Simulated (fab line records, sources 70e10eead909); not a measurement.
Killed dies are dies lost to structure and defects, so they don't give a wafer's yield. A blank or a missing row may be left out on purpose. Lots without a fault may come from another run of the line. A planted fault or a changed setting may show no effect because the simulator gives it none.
Chamber matching | flow nand_harc | NHARC_P_M0_STRIP_18 on rie_diel-12: 4 sister chambers
The step strips in N2/H2. 4 wafers are shown with their chamber, then 7 later ones without.

WAFERS WITH THEIR CHAMBER
wafer  | chamber | drypump_motor_current_A (A)
L079.3 | 2       | 6.4
L091.3 | 1       | 4.8
L091.4 | 0       | 5.0
L090.5 | 3       | 6.3

WAFERS WITHOUT THEIR CHAMBER
wafer  | drypump_motor_current_A (A)
L090.6 | 6.4
L092.2 | 6.2
L092.4 | 6.4
L092.6 | 4.8
L095.1 | 4.8
L095.4 | 6.3
L095.5 | 5.0

WHICH CHAMBER EACH WENT THROUGH
wafer  | from the rows above | in truth
L090.6 | 2                   | 2
L092.2 | 3                   | 3
L092.4 | 2                   | 2
L092.6 | 1                   | 1
L095.1 | 1                   | 1
L095.4 | 3                   | 3
L095.5 | 0                   | 0
Placed correctly: 7 of 7. Can't be placed from these rows: 0. Placed wrongly: 0.
How it was worked out, from the rows above alone: a wafer's distance from a chamber is the root of the sum, over the readings, of the square of ((its reading less the chamber's mean) divided by the reading's scatter). The wafer belongs to the nearest chamber; if the next one is less than 2 further off, it can't be placed. A chamber's mean is the mean of its shown wafers. The scatter: with one shown wafer a chamber, the root of the mean of the squares of how far each hidden wafer lies from its nearest shown one.
